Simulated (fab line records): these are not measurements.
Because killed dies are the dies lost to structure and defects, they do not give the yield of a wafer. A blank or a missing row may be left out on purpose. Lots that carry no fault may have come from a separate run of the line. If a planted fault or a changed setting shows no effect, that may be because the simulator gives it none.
Split-lot trial ; flow n5_finfet ; 39 wafers read across 7 lots, on a route 1938 steps long

## ON THE SPLIT
At N5_HKMG_FIN_ETCH_32 (etches SOC in N2/H2, target depth 240 nm, time 300 s), the setting source_w was moved away from the recipe's 840 W on 15 of the 39 wafers read, by -18.9% to +15.9%. The other wafers ran this setting at the recipe's value.

The reading comes from the split's own step.

## THE READING
rf_vpp_V, in V, at N5_HKMG_FIN_ETCH_32 (etches SOC in N2/H2, target depth 240 nm, time 300 s). Typical for fault-free wafers on this fab line: 525.0 V, with standard deviation 1.9 V.

wafer;tool, chamber at the split;source_w as run, W;against the recipe;rf_vpp_V, V;against lot-mates on the recipe
L074.1;rie_diel-01, 0;973.7;+15.9%;502.6;-25.3
L074.2;rie_diel-01, 2;840;recipe;528.9;-
L074.3;rie_diel-01, 3;973.7;+15.9%;497.8;-30.1
L074.4;rie_diel-01, 1;840;recipe;525.1;-
L074.5;rie_diel-01, 0;840;recipe;529.6;-
L074.6;rie_diel-01, 3;973.7;+15.9%;498.4;-29.5
L077.1;rie_diel-02, 2;715.7;-14.8%;552.2;+26.0
L077.2;rie_diel-02, 3;840;recipe;526.2;-
L077.3;rie_diel-02, 0;840;recipe;526.7;-
L077.4;rie_diel-02, 1;840;recipe;525.7;-
L077.5;rie_diel-02, 3;715.7;-14.8%;556.1;+29.9
L077.6;rie_diel-02, 2;715.7;-14.8%;552.3;+26.1
L080.1;rie_diel-02, 2;840;recipe;524.9;-
L080.2;rie_diel-02, 1;680.9;-18.9%;562.1;+36.9
L080.3;rie_diel-02, 3;680.9;-18.9%;567.8;+42.6
L080.4;rie_diel-02, 2;840;recipe;523.4;-
L080.5;rie_diel-02, 3;840;recipe;527.4;-
L080.6;rie_diel-02, 1;680.9;-18.9%;562.5;+37.3
L082.1;rie_diel-02, 0;955.8;+13.8%;504.2;-21.4
L082.2;rie_diel-02, 3;840;recipe;526.2;-
L082.3;rie_diel-02, 1;840;recipe;525.7;-
L082.4;rie_diel-02, 2;955.8;+13.8%;502.0;-23.6
L082.5;rie_diel-02, 2;955.8;+13.8%;503.3;-22.3
L082.6;rie_diel-02, 1;840;recipe;524.9;-
L089.1;rie_diel-02, 1;735.7;-12.4%;548.4;+23.9
L089.2;rie_diel-02, 2;840;recipe;521.8;-
L089.3;rie_diel-02, 0;840;recipe;525.0;-
L089.4;rie_diel-02, 3;840;recipe;526.6;-
L089.5;rie_diel-02, 3;735.7;-12.4%;550.9;+26.4
L089.6;rie_diel-02, 2;735.7;-12.4%;546.1;+21.6
L090.4;rie_diel-04, 1;840;recipe;522.0;-
L090.5;rie_diel-04, 0;840;recipe;524.4;-
L090.6;rie_diel-04, 3;840;recipe;525.5;-
L094.1;rie_diel-02, 0;840;recipe;522.9;-
L094.2;rie_diel-02, 2;840;recipe;522.4;-
L094.3;rie_diel-02, 1;840;recipe;524.5;-
L094.4;rie_diel-02, 0;840;recipe;525.2;-
L094.5;rie_diel-02, 1;840;recipe;525.7;-
L094.6;rie_diel-02, 2;840;recipe;522.5;-

FIT RESULTS
A straight line over all 39 wafers: rf_vpp_V changes by -1.82 V for each +1% of source_w; r = -0.99; the points scatter about the line by 2.6 V.
The same after taking each lot's own level away (the mean of its wafers on the recipe; 39 wafers): -1.86 V for each +1%; r = -0.99; scatter 2.1 V.
That fit puts the effect of the largest move of source_w on the reading at 35 V.
The lots' own levels span 523.87 to 527.87 V, that is 2.1 times the standard deviation above.
Consequently the slope shifts little with the lot-to-lot level, the two slopes agreeing.
Check: for one of the wafers moved furthest among these (-18.9%), held out of the fit, the line's prediction against its lot-mates is +35.8 V. It came out at +36.9 V against them.
Tool readings at the split's step, against how far the setting was moved: rf_vpp_V r = -0.99.

## THESE WAFERS: OTHER SPLITS
Other splits were also applied to these wafers ahead of the reading. Each is held against what the fit with the lots' levels taken away leaves over:
other split on the same wafers;wafers away from the commonest value;r with rf_vpp_V (lot level and that fit taken away)
N5_WELL_APT_IMPLANT_32 energy_kev;15;-0.16
N5_WELL_APT_EPI_41 time_s;12;-0.26
N5_DUMMY_GATE_HM_DEP_06 time_s;30;-0.03
N5_DUMMY_GATE_ETCH_37 source_w;9;-0.21
N5_SPACER0_ALD_07 target_thk_a;15;-0.11
N5_SD_EPI_P_EPI_21 time_s;12;-0.10

## THE WHOLE CHAIN: every reading that the file lists as answering this split, in the file's order
step;what it does;reading;change (the file's fit);r (the file's)
N5_HKMG_FIN_ETCH_32;etches SOC in N2/H2, target depth 240 nm, time 300 s;rf_vpp_V;-1.87 V for each +1% of the setting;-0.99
N5_HKMG_FIN_ETCH_32;etches SOC in N2/H2, target depth 240 nm, time 300 s;etch.depth_nm (the simulator's own value, which no gauge read);+2.01 nm for each +1% of the setting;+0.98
N5_HKMG_FIN_ETCH_32;etches SOC in N2/H2, target depth 240 nm, time 300 s;HKMG_FIN.feature_depth_nm (the simulator's own value, which no gauge read);+2.01 nm for each +1% of the setting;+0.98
N5_HKMG_FIN_ETCH_32;etches SOC in N2/H2, target depth 240 nm, time 300 s;SiARC_of_HKMG_FIN_COAT_30.thk_nm (the simulator's own value, which no gauge read);-0.0798 nm for each +1% of the setting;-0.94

## FILE'S OWN FIT
rf_vpp_V changes by -1.87 V for each +1% of source_w, r = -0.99.
